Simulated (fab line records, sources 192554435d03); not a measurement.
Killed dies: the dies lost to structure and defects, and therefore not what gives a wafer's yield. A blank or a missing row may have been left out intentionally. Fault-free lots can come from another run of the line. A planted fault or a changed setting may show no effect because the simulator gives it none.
A lot that was struck, set against a sound lot    flow n5_finfet    36 steps out of a route of 1938
Sound: these wafers, L927.1, L927.3, L927.6. Wafers L919.1, L919.3, L919.4 were the ones struck. The cause comes at the end.
At each step with rows: each side's tool, then ch and its chambers, then its first start. Under that, the readings that differ: sound wafers    struck wafers    difference of the means    sigmas: that difference in standard deviations of wafers without a fault.
alike: same words and numbers on both sides, and readings whose means sit less than 2 such deviations apart. not compared: any withheld reading, any reading some wafer has no value for, any bound like >300 that may hide the same value, and any number with overlapping values for which the record gives no deviation.
Wherever a step has rows on one side only, a row that says differs or no value, or a row with sigmas, the two part there. Numbers that don't overlap but have no deviation are shown without sigmas and don't part them. A reading that every wafer of one side lacks parts them only if that side has two wafers or more.

first, 9 steps without rows for these wafers: N5_BEOL_M4_ANNEAL_95 (time 240 s); N5_BEOL_M4_SPUTTER_96 (material Cu, target thk 4.5 nm, time 8.29 s); N5_BEOL_M4_ECD_50 (material Cu, target thk 300 nm); N5_BEOL_M4_ANNEAL_51 (time 90 s); N5_BEOL_M4_CMP_52 (polishes, stops on SiOC, t overpolish 6.8 s, target thk 40 nm); N5_BEOL_M4_PRE_CLEAN_60 (time 15 s); N5_BEOL_M4_CO_CAP_55 (material Co, precursor CCTBA/H2, target thk 2 nm, time 102.1 s); N5_BEOL_M4_PRE_CLEAN_56 (time 15 s); N5_BEOL_M4_DEP_57 (deposits SiCN from 3MS/NH3, target thk 8 nm, time 14 s).
N5_BEOL_M4_RC_MEAS_101:
  sound on prober-01 ch 0, day 14 08:56; struck on prober-01 ch 0, day 12 10:06
  alike: DIBL_N, DIBL_P, IOFF_N, IOFF_P, ION_N, ION_P, SS_N, SS_P, VT_N, VT_P
then, 24 steps without rows for these wafers: N5_BEOL_M5_ILD_DEP_00 (deposits SiCOH lowk from DEMS/porogen, target thk 140.64 nm, time 25.9 s); N5_BEOL_M5_CURE_79 (cures SiCOH lowk, time 240 s); N5_BEOL_M5_PECVD_70 (deposits SiO2 from TEOS/O2, target thk 16 nm, time 18 s); N5_BEOL_M5_HM_DEP_02 (deposits TiN, target thk 20 nm); N5_BEOL_M5_COAT_59 (time 60 s, resist thk 60 nm); N5_BEOL_M5_COAT_60 (time 60 s, resist thk 12 nm); N5_BEOL_M5_COAT_71 (time 60 s, resist thk 5 nm); N5_BEOL_M5_COAT_05 (resist thk 30 nm); N5_BEOL_M5_EBR_07; N5_BEOL_M5_SOFTBAKE_06 (time 60 s); N5_BEOL_M5_EXPOSE_08 (exposes mask M5, target cd 28 nm); N5_BEOL_M5_PEB_09 (peb time 60 s); N5_BEOL_M5_DEVELOP_10 (develop time 30 s); N5_BEOL_M5_DESCUM_16 (chemistry O2, time 7 s); N5_BEOL_M5_ETCH_72 (etches underlayer in N2/H2, target depth 6.5 nm, time 5.2 s); N5_BEOL_M5_ETCH_61 (etches SiARC in CF4, target depth 15.6 nm, time 26 s); N5_BEOL_M5_ETCH_62 (etches SOC in N2/H2, target depth 75 nm, overetch 15 nm, time 112.5 s); N5_BEOL_M5_STRIP_63 (strips in N2/H2); N5_BEOL_M5_STRIP_73 (strips in N2/H2); N5_BEOL_M5_STRIP_64 (strips in CF4); N5_BEOL_M5_HM_OPEN_17 (chemistry Cl2/BCl3, target TiN, target depth 20 nm, overetch 6 nm); N5_BEOL_M5_STRIP_19 (strips in O2); N5_BEOL_M5_COAT_65 (time 60 s, resist thk 60 nm); N5_BEOL_M5_COAT_66 (time 60 s, resist thk 12 nm).
-- a jump in the record: the struck wafers' starts before and after are 4 days apart (it breaks off in module BEOL_M5 and resumes in module MIM_TOP, where the first step shown is number 1835 of the route) --
N5_MIM_TOP_ALD_01: deposits HfO2, target thk 5.6 nm, pulse time 1 s, purge time 3 s.
  sound on ald_hk-01 ch 0,2,3, day 18 12:00; struck on ald_hk-02 ch 0,1,2, day 16 04:00
  no value came back on the struck wafers for ald_cycles, co_reactant_pulse_time_s (s), precursor_pulse_height_rel; on the sound wafers ald_cycles reads 62 62 62
N5_PASSIVATION_PROBE_49:
  struck on prober-01, day 17 02:24; sound on prober-02, day 18 22:38
reading                   sound           struck          difference  sigmas
defect_limited_yield (%)  92.0 94.2 92.3  4.8 5.2 4.1     -88.1       -59
killed_at_M4_up           13 7 7          18 20 20        +10         +2
killed_at_other           1 2 2           1040 1024 1025  +1028       +99 or more
killed_dies               94 69 91        1123 1119 1132  +1040       +58
killed_on_rim             9 10 16         150 133 136     +128        +29
sort_bin_5_function (%)   4.5 3.4 4.2     92.7 91.6 91.4  +87.9       +88
sort_n_pass               1086 1111 1089  57 61 48        -1040       -47
  alike: killed_at_M0_to_M3, killed_at_contacts, killed_at_front_end, killed_open, killed_short, sort_bin_6_memory, sort_bin_8_speed

== WHERE THEY PART ==
At N5_MIM_TOP_ALD_01 first; at N5_PASSIVATION_PROBE_49 last (within this record only).

WHY: whatever the simulator had introduced
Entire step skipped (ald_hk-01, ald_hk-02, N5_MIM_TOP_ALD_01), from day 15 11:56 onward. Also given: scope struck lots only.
